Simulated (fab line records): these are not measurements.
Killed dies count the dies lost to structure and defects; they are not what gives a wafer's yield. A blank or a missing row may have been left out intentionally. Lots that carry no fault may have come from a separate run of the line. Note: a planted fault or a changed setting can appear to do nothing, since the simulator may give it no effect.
fab line records | flow nandHarc
record: lots: 11 | wafers: 33 | lastDay: 33
route steps=1302 shown A_CHANNEL_HOLE_D1@484 A_CHANNEL_FILL_D1@509 A_DECK1_JOINT@530 A_ONON_D2@553 END@1302
lots that met no fault: taken from a fault-free run of the same line
startH: hours from the record's first day to the start of the lot's first wafer shown | waitH: hours elapsed since this lot's preceding step | " as in the row above | L1.1+2: several wafers, shown together as one row | - either no value or no given start | * or withheld: withheld | < > ~ a bound
route shown NAME@n: a module of which the file shows steps, and the number in the route of the first | usual: average and standard deviation across the fault-free wafers | same: alike in all rows | chamber/n: place in a boat | sites: the reading at each site | _std_site: how widely they spread, as a standard deviation | _edge_site: inner sites' mean taken away from outer sites' mean | radiusMm: for every site, how far away it sits from the centre of the wafer | mask NAME#n: copy n | behind: the most recent tool/chamber to have shaped the wafer | hold: what put the lot on hold/how long, in hours/how the hold closed | device: which transistor (n, p or np) failed to switch | end of line: tests run on the same wafers once the route is complete | where a step has no rows: the recipe by itself | killed: the dies lost at the first sort to structure and to defects; this is not the yield of the wafer | map: shows each die of a wafer: x if killed, . if not, _ if none is there
set.NAME: the setting as run; set.NAME@STEP: as run at that earlier step | model.NAME: the simulator's own value behind a step, which no gauge read
steps of the route over a sample of lots; a table a step, a row a wafer
services: a tool's chamber out of use, with start hour (startH, from the record's first day; less than 0 if before it), hours out, and reason
== steps ==
step: NHARC_A_CHANNEL_HOLE_D1_STRIP_27
recipe: o2FlowSccm: 500 | arFlowSccm: 0 | biasW: 0 | chemistry: O2
usual: drypumpMotorCurrentA: 5.6/0.4 | oesProductAu: 0.993/0.0094 | rfVppV: 57.7/0.84 | showerheadPlenumPTorr: 3.47/0.11 | throttleValvePct: 17.036/0.0089
lot.wafer | tool       | chamber | startH | waitH | drypumpMotorCurrentA | oesProductAu | rfHoursCounterH | rfVppV | showerheadPlenumPTorr | throttleValvePct
L809.2    | rieDiel-10 | 0       | -      | -     | 6.0                  | 0.998        | 11              | 58.0   | 3.46                  | 17.027
L809.4    | "          | 2       | "      | "     | 5.3                  | 1.009        | 11              | 58.3   | 3.72                  | 17.050
L809.1    | "          | 3       | "      | "     | 5.9                  | 1.003        | 9               | 56.8   | 3.43                  | 17.035
L810.3    | rieDiel-10 | 3       | -      | -     | 5.9                  | 1.005        | 9               | 58.0   | 3.43                  | 17.013
L810.5    | "          | 0       | "      | "     | 6.0                  | 0.999        | -               | 58.0   | 3.46                  | 17.039
L810.6    | "          | 1       | "      | "     | 5.1                  | 1.000        | -               | 57.4   | 3.45                  | 17.037
L811.4    | rieDiel-10 | 1       | -      | -     | 5.1                  | 0.997        | 13              | 57.5   | 3.45                  | 17.039
L811.5    | "          | 0       | "      | "     | 6.0                  | 0.997        | -               | 57.4   | 3.46                  | 17.047
L811.6    | "          | 1       | "      | "     | 5.1                  | 1.004        | -               | 56.4   | 3.45                  | 17.031
L812.2    | rieDiel-10 | 3       | -      | -     | 5.9                  | 1.011        | 11              | 58.1   | 3.43                  | 17.044
L812.1    | "          | 1       | "      | "     | 5.1                  | 0.996        | 14              | 57.9   | 3.45                  | 17.041
L812.3    | "          | 2       | "      | "     | 5.3                  | 1.009        | 13              | 58.4   | 3.72                  | 17.029
L816.3    | rieDiel-03 | 2       | -      | -     | 5.5                  | 0.983        | 49              | 57.6   | 3.54                  | 17.035
L816.1    | "          | 3       | "      | "     | 5.1                  | 0.996        | 50              | 57.9   | 3.49                  | 17.039
L816.5    | "          | 0       | "      | "     | 6.1                  | 1.010        | -               | 58.2   | 3.57                  | 17.017
L817.1    | rieDiel-10 | 1       | -      | -     | 5.1                  | 0.993        | 4               | 57.6   | 3.45                  | 17.019
L817.4    | "          | 2       | "      | "     | 5.3                  | 0.991        | 4               | 57.6   | 3.72                  | 17.046
L817.5    | "          | 0       | "      | "     | 6.0                  | 0.971        | -               | 57.5   | 3.46                  | 17.042
L819.2    | rieDiel-10 | 3       | -      | -     | 6.0                  | 1.011        | 4               | 57.6   | 3.42                  | 17.031
L819.6    | "          | 1       | "      | "     | 5.1                  | 1.003        | -               | 55.4   | 3.45                  | 17.033
L819.5    | "          | 2       | "      | "     | 5.2                  | 0.999        | -               | 58.1   | 3.72                  | 17.038
L822.1    | rieDiel-10 | 0       | -      | -     | 6.0                  | 0.982        | 5               | 56.7   | 3.46                  | 17.033
L822.4    | "          | 1       | "      | "     | 5.1                  | 0.993        | -               | 57.8   | 3.45                  | 17.031
L822.6    | "          | 3       | "      | "     | 6.0                  | 1.001        | -               | 57.7   | 3.42                  | 17.037
L826.1    | rieDiel-03 | 2       | -      | -     | 5.5                  | 1.007        | 17              | 58.5   | 3.53                  | 17.039
L826.3    | "          | 0       | "      | "     | 6.1                  | 0.972        | 20              | 56.5   | 3.55                  | 17.035
L826.2    | "          | 1       | "      | "     | 5.8                  | 0.981        | 17              | 57.3   | 3.28                  | 17.044
L827.1    | rieDiel-10 | 3       | -      | -     | 5.9                  | 0.994        | 11              | 57.5   | 3.42                  | 17.034
L827.4    | "          | 0       | "      | "     | 6.0                  | 0.981        | 11              | 57.9   | 3.46                  | 17.033
L827.5    | "          | 0       | "      | "     | 6.0                  | 0.987        | -               | 57.3   | 3.46                  | 17.038
L831.2    | rieDiel-10 | 0       | -      | -     | 6.0                  | 0.991        | 15              | 57.6   | 3.45                  | 17.038
L831.4    | "          | 1       | "      | "     | 5.1                  | 1.004        | 13              | 57.8   | 3.44                  | 17.039
L831.5    | "          | 3       | "      | "     | 5.9                  | 0.990        | -               | 57.6   | 3.42                  | 17.036
step: NHARC_A_CHANNEL_FILL_D1_STRIP_29
recipe: timeS: 20 | o2FlowSccm: 500 | arFlowSccm: 0 | biasW: 0 | chemistry: O2
usual: drypumpMotorCurrentA: 5.7/0.58 | oesProductAu: 1.002/0.0086 | rfVppV: 57.9/0.88 | showerheadPlenumPTorr: 3.53/0.12 | throttleValvePct: 17.037/0.01
lot.wafer | tool       | chamber | startH | waitH | drypumpMotorCurrentA | oesProductAu | rfHoursCounterH | rfVppV | showerheadPlenumPTorr | throttleValvePct
L809.1    | rieDiel-12 | 3       | -      | -     | 6.5                  | 1.015        | 7.9             | 59.0   | 3.57                  | 17.065
L809.4    | "          | 1       | "      | "     | 6.2                  | 1.019        | 8.5             | 58.3   | 3.50                  | 17.031
L809.2    | "          | 2       | "      | "     | 6.2                  | 1.002        | 8.7             | 56.9   | 3.41                  | 17.063
L810.3    | rieDiel-12 | 3       | -      | -     | 6.5                  | 1.027        | 8.5             | 57.6   | 3.57                  | 17.043
L810.6    | "          | 3       | "      | "     | 6.6                  | 1.025        | -               | 58.0   | 3.57                  | 17.051
L810.5    | "          | 0       | "      | "     | 5.1                  | 1.006        | -               | 58.6   | 3.64                  | 17.038
L811.4    | rieDiel-09 | 0       | -      | -     | 5.7                  | 1.013        | 3.5             | 57.5   | 3.50                  | 17.014
L811.6    | "          | 0       | "      | "     | 5.7                  | 1.008        | -               | 57.6   | 3.50                  | 17.047
L811.5    | "          | 1       | "      | "     | 6.3                  | 0.994        | -               | 57.0   | 3.74                  | 17.053
L812.3    | rieDiel-09 | 3       | -      | -     | 4.9                  | 1.006        | 3.5             | 57.7   | 3.47                  | 17.030
L812.2    | "          | 0       | "      | "     | 5.7                  | 1.006        | 3.8             | 57.1   | 3.50                  | 17.038
L812.1    | "          | 1       | "      | "     | 6.3                  | 0.993        | 4.9             | 57.6   | 3.74                  | 17.056
L816.3    | rieDiel-04 | 3       | -      | -     | 5.1                  | 1.002        | 9.7             | 57.8   | 3.64                  | 17.032
L816.1    | "          | 1       | "      | "     | 5.3                  | 0.994        | 8.6             | 56.7   | 3.44                  | 17.037
L816.5    | "          | 3       | "      | "     | 5.1                  | 1.014        | -               | 56.9   | 3.64                  | 17.043
L817.1    | rieDiel-12 | 1       | 324.03 | 0.2   | 6.2                  | 1.001        | 3.3             | 56.9   | 3.50                  | 17.042
L817.5    | "          | 3       | "      | "     | 6.5                  | 1.012        | -               | 57.5   | 3.56                  | 17.046
L817.4    | "          | 0       | "      | "     | 5.1                  | 1.013        | -               | 57.8   | 3.64                  | 17.037
L819.2    | rieDiel-04 | 3       | -      | -     | 5.1                  | 1.001        | 10.0            | 57.8   | 3.64                  | 17.027
L819.6    | "          | 3       | "      | "     | 5.1                  | 1.008        | -               | 59.2   | 3.64                  | 17.043
L819.5    | "          | 0       | "      | "     | 5.5                  | 0.998        | -               | 56.4   | 3.49                  | 17.051
L822.4    | rieDiel-12 | 2       | -      | -     | 6.2                  | 0.995        | 4.4             | 57.6   | 3.40                  | 17.030
L822.1    | "          | 0       | "      | "     | 5.1                  | 1.001        | 4.4             | 57.2   | 3.64                  | 17.043
L822.6    | "          | 1       | "      | "     | 6.2                  | 1.003        | -               | 56.9   | 3.50                  | 17.053
L826.2    | rieDiel-09 | 3       | -      | -     | 4.9                  | 1.000        | 2.4             | 58.2   | 3.47                  | 17.033
L826.1    | "          | 0       | "      | "     | 5.7                  | 0.992        | 3.0             | 58.8   | 3.50                  | 17.036
L826.3    | "          | 1       | "      | "     | 6.3                  | 0.983        | 3.5             | 58.0   | 3.73                  | 17.031
L827.4    | rieDiel-12 | 0       | -      | -     | 5.1                  | 0.996        | 8.0             | 58.9   | 3.64                  | 17.035
L827.1    | "          | 1       | "      | "     | 6.2                  | 1.008        | 8.6             | 58.9   | 3.50                  | 17.031
L827.5    | "          | 3       | "      | "     | 6.5                  | 1.002        | -               | 56.4   | 3.56                  | 17.029
L831.2    | rieDiel-04 | 1       | 452.15 | 0.2   | 5.3                  | 1.004        | 2.6             | 57.7   | 3.43                  | 17.033
L831.4    | "          | 3       | "      | "     | 5.1                  | 0.993        | -               | 58.0   | 3.64                  | 17.029
L831.5    | "          | 1       | "      | "     | 5.3                  | 1.004        | -               | 58.9   | 3.43                  | 17.028
step: NHARC_A_DECK1_JOINT_ETCHBACK_00
recipe: targetDepthA: 300 | timeS: 17.4 | hbrFlowSccm: 150 | rfW: 350 | icpW: 350 | biasW: 60 | chemistry: HBr
usual: drypumpMotorCurrentA: 5.7/0.61 | oesProductAu: 1.001/0.0091 | throttleValvePct: 23.266/0.0095
lot.wafer | tool     | chamber | startH | waitH | drypumpMotorCurrentA | oesProductAu | rfHoursCounterH | throttleValvePct
L809.1    | rieSi-05 | 0       | 260.76 | 0.1   | 6.1                  | 1.012        | 0.8             | 23.264
L809.4    | "        | 1       | "      | "     | 6.0                  | 0.995        | 0.8             | 23.259
L809.2    | "        | 2       | "      | "     | 6.3                  | 1.012        | 0.8             | 23.267
L810.3    | rieSi-03 | 3       | 266.31 | 0.1   | 4.7                  | 1.001        | 0.2             | 23.273
L810.5    | "        | 3       | "      | "     | 4.7                  | 0.999        | -               | 23.266
L810.6    | "        | 0       | "      | "     | 5.4                  | 1.014        | -               | 23.274
L811.4    | rieSi-04 | 0       | 266.35 | 0.1   | 6.5                  | 1.008        | 0.7             | 23.264
L811.5    | "        | 1       | "      | "     | 6.5                  | 0.994        | -               | 23.262
L811.6    | "        | 2       | "      | "     | 5.2                  | 1.006        | -               | 23.251
L812.3    | rieSi-05 | 2       | 281.56 | 0.1   | 6.2                  | 1.005        | 0.9             | 23.264
L812.2    | "        | 0       | "      | "     | 6.1                  | 1.005        | 0.9             | 23.268
L812.1    | "        | 1       | "      | "     | 6.0                  | 0.992        | 0.9             | 23.253
L816.1    | rieSi-03 | 1       | 334.84 | 0.1   | 6.3                  | 0.986        | 0.6             | 23.272
L816.3    | "        | 3       | "      | "     | 4.7                  | 0.997        | 0.6             | 23.272
L816.5    | "        | 0       | "      | "     | 5.4                  | 1.008        | -               | 23.270
L817.4    | rieSi-05 | 2       | 340.86 | 0.1   | 6.3                  | 1.005        | 0.2             | 23.257
L817.1    | "        | 3       | "      | "     | 4.8                  | 1.001        | 0.2             | 23.264
L817.5    | "        | 2       | "      | "     | 6.3                  | 1.007        | -               | 23.252
L819.2    | rieSi-05 | 3       | 345.24 | 0.1   | 4.7                  | 1.003        | 0.2             | 23.256
L819.5    | "        | 0       | "      | "     | 6.1                  | 1.010        | -               | 23.262
L819.6    | "        | 1       | "      | "     | 6.0                  | 1.002        | -               | 23.257
L822.1    | rieSi-05 | 1       | 371.87 | 0.1   | 6.0                  | 0.992        | 0.5             | 23.274
L822.4    | "        | 2       | "      | "     | 6.2                  | 1.006        | 0.4             | 23.281
L822.6    | "        | 3       | "      | "     | 4.7                  | 0.993        | -               | 23.265
L826.1    | rieSi-03 | 2       | 416.76 | 0.1   | 5.4                  | 0.996        | 0.1             | 23.254
L826.2    | "        | 3       | "      | "     | 4.7                  | 1.006        | 0.0             | 23.286
L826.3    | "        | 1       | "      | "     | 6.3                  | 1.012        | 0.1             | 23.273
L827.1    | rieSi-03 | 0       | 424.51 | 0.1   | 5.4                  | 1.011        | 0.1             | 23.266
L827.4    | "        | 3       | "      | "     | 4.7                  | 0.998        | 0.1             | 23.259
L827.5    | "        | 0       | "      | "     | 5.4                  | 1.008        | -               | 23.283
L831.4    | rieSi-05 | 0       | 469.01 | 0.1   | 6.1                  | 1.001        | 1.0             | 23.277
L831.2    | "        | 1       | "      | "     | 6.0                  | 0.995        | 1.1             | 23.279
L831.5    | "        | 3       | "      | "     | 4.7                  | 0.996        | -               | 23.258
step: NHARC_A_ONON_D2_DEP_12
recipe: targetThkA: 10000 | n2FlowSccm: 2750 | n2oFlowSccm: 2000 | nh3FlowSccm: 500 | sih4FlowSccm: 210 | tempC: 400
usual: n2FlowSccm: 2750/8.8
lot.wafer | tool         | chamber | startH | waitH | n2FlowSccm
L809.1    | pecvdOnon-01 | 0       | 285.74 | 0.1   | 2755
L809.2    | "            | 0       | "      | "     | 2756
L809.4    | "            | 0       | "      | "     | 2759
L810.3    | pecvdOnon-01 | 0       | 297.42 | 0.2   | 2747
L810.5    | "            | 0       | "      | "     | 2756
L810.6    | "            | 0       | "      | "     | 2745
L811.4    | pecvdOnon-03 | 0       | 297.47 | 0.2   | 2752
L811.5    | "            | 0       | "      | "     | 2735
L811.6    | "            | 0       | "      | "     | 2749
L812.1    | pecvdOnon-02 | 0       | 309.44 | 0.1   | 2757
L812.2    | "            | 0       | "      | "     | 2763
L812.3    | "            | 0       | "      | "     | 2756
L816.1    | pecvdOnon-03 | 0       | 357.86 | 0.1   | 2765
L816.3    | "            | 0       | "      | "     | 2751
L816.5    | "            | 0       | "      | "     | 2757
L817.1    | pecvdOnon-01 | 0       | 363.63 | 0.1   | 2758
L817.4    | "            | 0       | "      | "     | 2759
L817.5    | "            | 0       | "      | "     | 2751
L819.2    | pecvdOnon-01 | 0       | 371.03 | 0.1   | 2743
L819.5    | "            | 0       | "      | "     | 2734
L819.6    | "            | 0       | "      | "     | 2747
L822.1    | pecvdOnon-02 | 0       | 398.02 | 0.1   | 2761
L822.4    | "            | 0       | "      | "     | 2757
L822.6    | "            | 0       | "      | "     | 2761
L826.1    | pecvdOnon-03 | 0       | 444.69 | 0.1   | 2760
L826.2    | "            | 0       | "      | "     | 2758
L826.3    | "            | 0       | "      | "     | 2745
L827.1    | pecvdOnon-03 | 0       | 453.37 | 0.1   | 2758
L827.4    | "            | 0       | "      | "     | 2765
L827.5    | "            | 0       | "      | "     | 2758
L831.2    | pecvdOnon-01 | 0       | 496.24 | 0.1   | 2752
L831.4    | "            | 0       | "      | "     | 2742
L831.5    | "            | 0       | "      | "     | 2757
step: NHARC_A_ONON_D2_THK_MEAS_14
recipe: thkMeasGauge: ellipsometry
usual: thkNm: 1001/7.2
lot.wafer | tool         | chamber | startH | waitH | thkNm
L809.1    | filmMetro-02 | -       | 286.25 | -     | 993
L809.2    | "            | -       | "      | "     | 993
L809.4    | "            | -       | "      | "     | 992
L811.4    | filmMetro-02 | -       | 297.81 | -     | 1006
L811.5    | "            | -       | "      | "     | 1005
L811.6    | "            | -       | "      | "     | 1002
L810.3    | filmMetro-01 | -       | 297.81 | -     | 1000
L810.5    | "            | -       | "      | "     | 1000
L810.6    | "            | -       | "      | "     | 1001
L812.1    | filmMetro-02 | -       | 309.95 | -     | 1007
L812.2    | "            | -       | "      | "     | 1008
L812.3    | "            | -       | "      | "     | 1008
L816.1    | filmMetro-01 | -       | 358.40 | -     | 1003
L816.3    | "            | -       | "      | "     | 1003
L816.5    | "            | -       | "      | "     | 1003
L817.1    | filmMetro-02 | -       | 364.14 | -     | 987
L817.4    | "            | -       | "      | "     | 985
L817.5    | "            | -       | "      | "     | 985
L819.2    | filmMetro-02 | -       | 371.48 | -     | 1003
L819.5    | "            | -       | "      | "     | 1005
L819.6    | "            | -       | "      | "     | 1004
L822.1    | filmMetro-01 | -       | 398.53 | -     | 994
L822.4    | "            | -       | "      | "     | 994
L822.6    | "            | -       | "      | "     | 993
L826.1    | filmMetro-01 | -       | 445.20 | -     | 1063
L826.2    | "            | -       | "      | "     | 1062
L826.3    | "            | -       | "      | "     | 1062
L827.1    | filmMetro-02 | -       | 453.88 | -     | 1053
L827.4    | "            | -       | "      | "     | 1052
L827.5    | "            | -       | "      | "     | 1052
L831.2    | filmMetro-01 | -       | 496.72 | -     | 1001
L831.4    | "            | -       | "      | "     | 1000
L831.5    | "            | -       | "      | "     | 1001
step: NHARC_END_SORT_01
recipe: tempC: 25
usual: killedAtArray: 64/18 | killedAtOther: 0.8/1.1 | killedAtPeriphery: 3.8/2.7 | killedDies: 68/18 | killedOpen: 3.3/1.9 | killedShort: 2.3/1.8
same: grossDies: 677
lot.wafer | tool      | chamber | startH | waitH | killedAtArray | killedAtOther | killedAtPeriphery | killedDies | killedOpen | killedShort
L822.1    | prober-01 | 0       | 693.98 | 2.6   | 51            | 0             | 4                 | 55         | 3          | 7
L822.4    | prober-01 | 0       | 696.40 | 3.4   | 42            | 1             | 3                 | 46         | 1          | 2
L822.6    | prober-01 | 0       | 698.01 | 4.0   | 52            | 0             | 3                 | 55         | 3          | 2
killed by level:class
L822.1 A_SLIT:chamberFilmFlake=31 A_CHANNEL_HOLE_D1:chamberFilmFlake=6 A_CONTACT:chamberFilmFlake=3 A_CHANNEL_FILL_D1:geometricParticle:short=2 P_CONTACT:chamberFilmFlake=2 P_M1:chamberFilmFlake=2 A_SOURCE_PLATE:geometricParticle:short=1 A_ONON_D1:geometricParticle:short=1
L822.4 A_SLIT:chamberFilmFlake=31 A_CHANNEL_HOLE_D1:chamberFilmFlake=6 A_WL_FILL:geometricParticle:short=2 A_M1:geometricParticle:open=1 P_ZERO_WELL:chamberFilmFlake=1 P_STI:chamberFilmFlake=1 P_CONTACT:chamberFilmFlake=1 A_ZERO_WELL:chamberFilmFlake=1
L822.6 A_SLIT:chamberFilmFlake=36 A_CHANNEL_HOLE_D1:chamberFilmFlake=8 A_CONTACT:chamberFilmFlake=3 P_CONTACT:chamberFilmFlake=2 P_GATE:geometricParticle:open=1 A_CHANNEL_FILL_D1:geometricParticle:open=1 A_DECK1_JOINT:geometricParticle:short=1 A_WL_FILL:geometricParticle:short=1
== services ==
tool         | chamber | startH | hours | kind
rieSi-05     | 3       | 216.71 | 3.3   | repair
rieSi-03     | -       | 221.00 | 9.0   | pm
pecvdOnon-03 | -       | 227.01 | 13.0  | pm
rieDiel-10   | -       | 242.50 | 9.0   | pm
rieDiel-12   | 2       | 254.69 | 1.7   | repair
rieSi-03     | -       | 260.32 | 0.7   | repair
rieSi-03     | 2       | 264.15 | 2.9   | repair
rieDiel-12   | -       | 268.40 | 9.0   | pm
pecvdOnon-01 | -       | 269.00 | 13.0  | pm
rieSi-05     | 3       | 277.57 | 10.4  | repair
rieSi-05     | 2       | 288.63 | 15.7  | repair
rieSi-03     | 1       | 304.05 | 7.1   | repair
rieSi-05     | -       | 305.00 | 9.0   | pm
rieDiel-12   | 2       | 318.46 | 9.1   | repair
rieSi-03     | -       | 398.00 | 9.0   | pm
rieDiel-12   | 3       | 398.89 | 1.8   | repair
pecvdOnon-03 | -       | 408.01 | 13.0  | pm
rieDiel-10   | -       | 419.50 | 9.0   | pm
rieDiel-12   | 2       | 428.15 | 4.1   | repair
rieDiel-12   | 1       | 437.27 | 2.3   | repair
rieDiel-12   | -       | 445.40 | 9.0   | pm
pecvdOnon-01 | -       | 450.00 | 0.8   | repair
rieDiel-12   | 0       | 475.22 | 21.4  | repair
rieSi-05     | -       | 482.00 | 9.0   | pm
== key ==
firstSign: step: NHARC_A_ONON_D2_THK_MEAS_14 | reading: thkNm | direction: up | sigmas: 7.7 | usual: 1001 | struck: 1057
effect none on later readings
metAt NHARC_A_ONON_D2_DEP_12
struckLots L826,L827
testerLeftOut L826,L827
notActingAt NHARC_A_CHANNEL_HOLE_D1_STRIP_27,NHARC_A_CHANNEL_FILL_D1_STRIP_29,NHARC_A_DECK1_JOINT_ETCHBACK_00
onsetBetween 357.86 444.69
fault: kind: processParameterDrift | tool: pecvdOnon-03 | chamber: - | onsetH: 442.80 | steps: NHARC_A_ONON_D2_DEP_12 | channel: targetThkA | offset: * | shape: step | endH: 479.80 | actsIn: * | stated: *
testerLeftOut: of these lots the tester's yield and bins aren't shown, on N5 and GAA mostly nor the transistor test; their killed dies are dies lost to structure and defects alone, not to doping, threshold or leakage, so they don't give the yield
